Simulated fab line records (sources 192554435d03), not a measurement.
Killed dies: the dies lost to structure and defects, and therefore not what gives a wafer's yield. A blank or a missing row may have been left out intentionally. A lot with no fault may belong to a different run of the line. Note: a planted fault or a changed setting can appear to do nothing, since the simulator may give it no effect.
fab line records    flow n5Finfet    part 2 of 2: steps 4 to 6 of 6
[record] lots = 22  wafers = 66  lastDay = 17
route steps=1938 shown HKMG_FIN@403 GATE_CUT@473
lots that met no fault: from a run of the same line without faults
startH: start of the lot's first displayed wafer, in hours after the record's first day    waitH: time in hours since the lot's previous step    " the same as in the row above    L1.1+2: one row covering several wafers at once    - no value present, or no start provided    * or withheld: withheld    < > ~ a bound
route shown NAME@n: a module of which the file shows steps, and the number in the route of the first    usual: average and standard deviation across the fault-free wafers    same: alike in all rows    chamber/n: place in a boat    sites: each site's reading    _std_site: the values' standard deviation    _edge_site: outer sites' mean less inner sites'    radiusMm: for every site, how far away it sits from the centre of the wafer    mask NAME#n: copy n    behind: the most recent tool/chamber to have shaped the wafer    hold: the reason the lot was held/the length of the hold in hours/how it ended    device: whichever transistor did not switch (one of n, p or np)    end of line: at the end of the route, the tests of the same wafers    step lacking rows: just its recipe    killed: at the first sort, the dies lost to defects and structure; wafer yield is something else    map: the dies of a wafer, with x for killed, . for not killed, _ for no die there
set.NAME: the setting as run; set.NAME@STEP: as run at that earlier step    model.NAME: the simulator's own value behind a step, which no gauge read
steps of the route over a sample of lots; a table a step, a row a wafer
services: when a tool's chamber went out of use (startH, in hours from the record's first day, below 0 if earlier), for how many hours, and the reason
[[steps]]
[step N5_GATE_CUT_SAC_CAP_01]
[recipe] material = SiNx  targetThkA = 240  tempC = 400  aldPrecursorFamily = SiH2I2  aldCoReactant = N2/H2-plasma  pulseTimeS = 1  aldCycles = 480  purgeTimeS = 2  coReactantPurgeTimeS = 2  pressureTorr = 2
[usual] heaterPowerW = 838/97  precursorPulseHeightRel = 1.000/0.021
lot.wafer  tool       chamber  startH  waitH  heaterPowerW  precursorPulseHeightRel
L074.1     aldSin-01  1        80.08   0.0    858           0.969
L074.3     "          2        "       "      694           1.014
L074.5     "          3        81.16   1.1    803           0.999
L075.3     aldSin-01  3        89.66   1.4    799           1.021
L075.5     "          0        90.75   2.5    1067          0.983
L075.6     "          1        "       "      862           1.005
L076.1     aldSin-04  0        96.87   2.2    932           0.972
L076.4     "          0        97.96   3.3    899           0.992
L076.5     "          3        "       "      704           1.015
L077.1     aldSin-04  3        99.04   0.2    722           1.001
L077.4     "          2        100.13  1.3    856           0.997
L077.6     "          3        "       "      710           0.980
L078.1     aldSin-01  3        105.35  0.0    781           1.047
L078.2     "          1        "       "      849           0.974
L078.3     "          2        "       "      716           1.015
L079.2     aldSin-01  1        111.73  0.0    852           1.015
L079.3     "          0        "       "      1058          1.013
L079.5     "          3        112.82  1.1    819           1.016
L080.1     aldSin-04  2        118.18  0.0    877           0.997
L080.2     "          3        "       "      714           0.985
L080.6     "          0        119.27  1.1    888           0.998
L081.2     aldSin-01  3        137.44  0.0    805           0.975
L081.4     "          1        "       "      872           0.982
L081.5     "          0        138.53  1.1    1068          0.979
L082.3     aldSin-01  2        140.24  0.0    690           0.996
L082.4     "          3        "       "      773           0.985
L082.5     "          1        141.33  1.1    885           0.980
L084.1     aldSin-04  3        142.72  0.0    731           0.975
L084.3     "          2        "       "      866           1.014
L084.5     "          2        143.80  1.1    859           1.010
L083.1     aldSin-03  0        143.21  0.0    789           1.033
L083.3     "          2        "       "      865           1.000
L083.5     "          2        144.30  1.1    891           0.999
L085.2     aldSin-03  0        153.06  0.0    794           1.021
L085.4     "          2        "       "      865           1.027
L085.5     "          2        154.14  1.1    860           0.986
L086.2     aldSin-04  2        160.20  0.3    866           1.004
L086.4     "          0        "       "      909           1.013
L086.6     "          0        161.29  1.4    887           0.994
L087.2     aldSin-03  3        162.56  0.0    781           0.988
L087.3     "          1        "       "      844           1.040
L087.4     "          0        "       "      795           1.059
L088.3     aldSin-04  0        166.88  0.0    890           0.967
L088.4     "          3        "       "      684           0.969
L088.5     "          0        167.97  1.1    913           0.996
L090.1     aldSin-01  0        189.18  3.0    1048          0.985
L090.2     "          1        "       "      888           0.983
L090.3     "          3        "       "      832           1.001
L092.1     aldSin-04  1        198.72  0.0    790           0.990
L092.4     "          0        "       "      914           0.972
L092.5     "          1        199.80  1.1    804           1.013
L093.1     aldSin-03  2        205.92  0.0    868           1.007
L093.2     "          0        "       "      797           0.997
L093.5     "          0        207.00  1.1    780           1.018
L094.2     aldSin-01  3        207.38  0.3    801           0.992
L094.3     "          1        "       "      853           1.011
L094.5     "          1        208.47  1.4    869           0.952
L095.2     aldSin-03  0        210.80  0.0    782           0.945
L095.4     "          3        "       "      778           0.977
L095.6     "          3        211.88  1.1    792           0.981
L096.1     aldSin-04  1        219.44  0.0    795           0.986
L096.2     "          0        "       "      934           0.977
L096.6     "          2        220.53  1.1    812           1.008
L097.1     aldSin-01  2        223.79  0.0    704           0.970
L097.2     "          3        "       "      778           0.998
L097.4     "          1        "       "      867           1.008
[step N5_GATE_CUT_CMP_02]
[recipe] stopOn = SiO2  tOverpolishS = 12.7  postCmpClean = alkalineBrush  downForcePsi = 2.5  platenRpm = 51.8  padVelocityMS = 1.0307  targetThkNm = 0
[usual] headPressurePsi = 2.500/0.0056  motorCurrentA = 9.3/1  overpolishRunS = 12.701/0.0094  padLifeWafers = 1189/600  timeToEndpointS = 25.8/2
lot.wafer  tool    chamber  startH  waitH  headPressurePsi  motorCurrentA  overpolishRunS  padLifeWafers  timeToEndpointS
L074.3     cmp-02  0        82.38   0.1    2.501            8.3            12.705          1657           22.2
L074.1     "       2        "       "      2.498            8.4            12.705          1659           23.6
L074.5     "       0        "       "      2.498            7.9            12.699          -              24.6
L075.3     cmp-01  0        91.95   0.1    2.502            10.0           12.696          486            25.1
L075.6     "       0        "       "      2.503            9.2            12.696          -              27.3
L075.5     "       1        "       "      2.493            10.5           12.709          -              26.7
L076.1     cmp-02  0        99.14   0.1    2.500            8.2            12.712          1794           25.6
L076.4     "       1        "       "      2.499            8.5            12.672          1795           24.6
L076.5     "       1        "       "      2.494            8.6            12.693          -              26.1
L077.1     cmp-04  3        101.38  0.1    2.500            9.1            12.695          1280           23.5
L077.4     "       0        "       "      2.504            7.9            12.704          1281           21.9
L077.6     "       2        "       "      2.492            8.2            12.696          -              22.3
L078.2     cmp-04  0        107.62  0.1    2.509            8.4            12.683          1332           22.5
L078.3     "       1        "       "      2.499            10.7           12.714          1333           24.5
L078.1     "       2        "       "      2.502            8.1            12.717          1334           21.9
L079.2     cmp-01  0        114.09  0.1    2.506            9.2            12.686          680            29.5
L079.3     "       1        "       "      2.504            10.2           12.709          681            28.9
L079.5     "       2        "       "      2.506            10.4           12.694          -              25.3
L080.2     cmp-01  0        120.46  0.1    2.502            9.8            12.689          720            26.0
L080.1     "       3        "       "      2.494            9.2            12.701          723            24.2
L080.6     "       0        "       "      2.506            9.5            12.694          -              27.9
L081.2     cmp-04  3        139.71  0.1    2.502            9.1            12.700          1572           28.3
L081.4     "       0        "       "      2.502            8.2            12.704          1573           27.4
L081.5     "       3        "       "      2.501            9.2            12.705          -              26.6
L082.4     cmp-04  2        142.51  0.0    2.510            8.2            12.721          1602           24.5
L082.3     "       1        "       "      2.505            10.3           12.696          1605           25.3
L082.5     "       2        "       "      2.508            8.2            12.696          -              25.3
L084.1     cmp-04  0        145.06  0.1    2.505            7.9            12.697          1640           27.8
L084.3     "       1        "       "      2.500            11.3           12.701          1641           29.9
L084.5     "       2        "       "      2.497            8.2            12.706          -              25.9
L083.3     cmp-04  0        145.52  0.1    2.509            8.1            12.701          1645           25.3
L083.1     "       1        "       "      2.493            10.9           12.698          1646           22.8
L083.5     "       0        "       "      2.497            8.1            12.703          -              22.8
L085.2     cmp-01  2        155.36  0.1    2.496            10.5           12.699          1009           28.6
L085.4     "       0        "       "      2.506            9.3            12.697          1011           28.6
L085.5     "       1        "       "      2.501            10.1           12.696          -              29.1
L086.4     cmp-02  3        162.47  0.0    2.502            11.1           12.712          48             26.3
L086.2     "       1        "       "      2.510            8.4            12.694          50             27.7
L086.6     "       3        "       "      2.504            10.9           12.690          -              26.4
L087.3     cmp-04  0        164.87  0.1    2.497            7.8            12.698          1819           23.8
L087.4     "       1        "       "      2.493            11.2           12.710          1820           25.7
L087.2     "       2        "       "      2.501            7.9            12.702          1821           24.0
L088.3     cmp-02  0        169.19  0.1    2.507            8.1            12.707          115            27.9
L088.4     "       2        "       "      2.501            8.3            12.698          117            27.8
L088.5     "       0        "       "      2.500            8.8            12.706          -              24.6
L090.3     cmp-01  2        191.45  0.1    2.491            10.8           12.712          1416           24.0
L090.1     "       0        "       "      2.503            10.0           12.702          1418           23.8
L090.2     "       1        "       "      2.509            10.0           12.705          1419           24.8
L092.4     cmp-02  2        201.06  0.1    2.494            8.9            12.719          434            27.5
L092.1     "       3        "       "      2.491            11.5           12.709          435            26.5
L092.5     "       0        "       "      2.498            8.8            12.714          -              23.5
L093.2     cmp-04  3        208.18  0.1    2.503            9.1            12.699          2130           25.9
L093.1     "       1        "       "      2.500            10.5           12.705          2132           25.1
L093.5     "       3        "       "      2.500            9.3            12.692          -              25.3
L094.3     cmp-01  2        209.65  0.1    2.494            10.4           12.703          1560           22.6
L094.2     "       3        "       "      2.501            9.3            12.681          1561           26.4
L094.5     "       3        "       "      2.503            9.2            12.721          -              26.8
L095.4     cmp-01  3        213.10  0.1    2.500            9.2            12.691          1591           27.8
L095.2     "       1        "       "      2.495            9.8            12.699          1593           26.8
L095.6     "       3        "       "      2.499            9.4            12.713          -              25.6
L096.1     cmp-02  2        221.78  0.1    2.494            8.3            12.701          602            27.9
L096.2     "       3        "       "      2.503            10.7           12.695          603            25.8
L096.6     "       1        "       "      2.502            8.9            12.706          -              27.8
L097.4     cmp-01  1        226.06  0.0    2.502            10.1           12.702          1716           29.1
L097.1     "       2        "       "      2.490            10.2           12.706          1717           25.4
L097.2     "       3        "       "      2.497            9.2            12.694          1718           26.8
[step N5_GATE_CUT_OVL_MEAS_14]
[recipe] pointsPerWafer = 522
[usual] GATE_CUT_OVL = 0.1/0.72
lot.wafer  tool        chamber  startH  waitH  GATE_CUT_OVL[nm]
L074.1     overlay-02  0        83.07   0.0    -0.5
L074.3     "           0        "       "      -0.4
L074.5     "           0        "       "      -0.1
L075.3     overlay-01  0        92.66   0.0    0.8
L075.5     "           0        "       "      -0.2
L075.6     "           0        "       "      0.7
L076.1     overlay-02  0        99.83   0.0    -0.2
L076.4     "           0        "       "      0.0
L076.5     "           0        "       "      -1.4
L077.1     overlay-01  0        102.01  0.0    -1.0
L077.4     "           0        "       "      -0.5
L077.6     "           0        "       "      -0.7
L078.1     overlay-02  0        108.44  0.0    1.1
L078.2     "           0        "       "      -0.9
L078.3     "           0        "       "      1.4
L079.2     overlay-01  0        114.84  0.0    0.1
L079.3     "           0        "       "      0.0
L079.5     "           0        "       "      0.5
L080.1     overlay-01  0        121.29  0.0    -0.1
L080.2     "           0        "       "      -0.4
L080.6     "           0        "       "      0.0
L081.2     overlay-02  0        140.54  0.0    0.3
L081.4     "           0        "       "      0.1
L081.5     "           0        "       "      0.8
L082.3     overlay-02  0        143.34  0.0    -0.7
L082.4     "           0        "       "      0.8
L082.5     "           0        "       "      -1.3
L084.1     overlay-02  0        145.81  0.0    -0.5
L084.3     "           0        "       "      -0.2
L084.5     "           0        "       "      -0.7
L083.1     overlay-01  0        146.30  0.0    0.2
L083.3     "           0        "       "      0.8
L083.5     "           0        "       "      0.0
L085.2     overlay-02  0        156.15  0.0    0.0
L085.4     "           0        "       "      -0.4
L085.5     "           0        "       "      0.7
L086.2     overlay-02  0        163.30  0.0    1.2
L086.4     "           0        "       "      0.9
L086.6     "           0        "       "      0.6
L087.2     overlay-01  0        165.71  0.0    0.2
L087.3     "           0        "       "      0.3
L087.4     "           0        "       "      0.6
L088.3     overlay-01  0        169.88  0.0    0.4
L088.4     "           0        "       "      -1.1
L088.5     "           0        "       "      0.2
L090.1     overlay-02  0        192.27  0.0    -0.5
L090.2     "           0        "       "      0.5
L090.3     "           0        "       "      0.0
L092.1     overlay-02  0        201.68  0.0    0.5
L092.4     "           0        "       "      -0.5
L092.5     "           0        "       "      0.8
L093.1     overlay-01  0        208.88  0.0    -0.1
L093.2     "           0        "       "      1.4
L093.5     "           0        "       "      -0.2
L094.2     overlay-02  0        210.48  0.0    0.2
L094.3     "           0        "       "      1.2
L094.5     "           0        "       "      0.6
L095.2     overlay-02  0        213.90  0.0    -1.2
L095.4     "           0        "       "      -0.4
L095.6     "           0        "       "      -0.8
L096.1     overlay-01  0        222.41  0.0    -0.7
L096.2     "           0        "       "      0.7
L096.6     "           0        "       "      1.5
L097.1     overlay-02  0        226.81  0.0    1.1
L097.2     "           0        "       "      0.6
L097.4     "           0        "       "      0.3
[[services]]
tool        chamber  startH  hours  kind
cmp-02      -        48.49   7.1    pm
cmp-01      -        51.19   0.5    repair
rieDiel-04  -        59.15   0.5    repair
aldSin-01   1        59.55   1.4    repair
rieDiel-04  -        63.20   14.6   pm
cmp-01      -        66.24   3.9    pm
cmp-02      -        68.16   3.3    repair
aldSin-03   2        78.97   1.4    repair
cmp-01      -        82.45   2.5    repair
aldSin-04   -        85.12   6.0    pm
rieDiel-03  3        90.78   8.7    repair
aldSin-04   2        114.10  2.2    repair
rieDiel-03  2        120.65  6.2    repair
rieDiel-01  1        121.10  5.2    repair
aldSin-04   -        136.39  2.8    pm
cmp-02      -        142.18  7.5    pm
cmp-02      -        153.77  4.0    pm
rieDiel-03  0        155.80  6.7    repair
aldSin-01   -        159.36  2.8    pm
aldSin-01   -        163.98  6.0    pm
cmp-04      -        166.09  6.3    pm
cmp-04      -        174.50  1.8    repair
aldSin-04   -        177.00  14.0   pm
cmp-04      -        212.57  4.0    pm
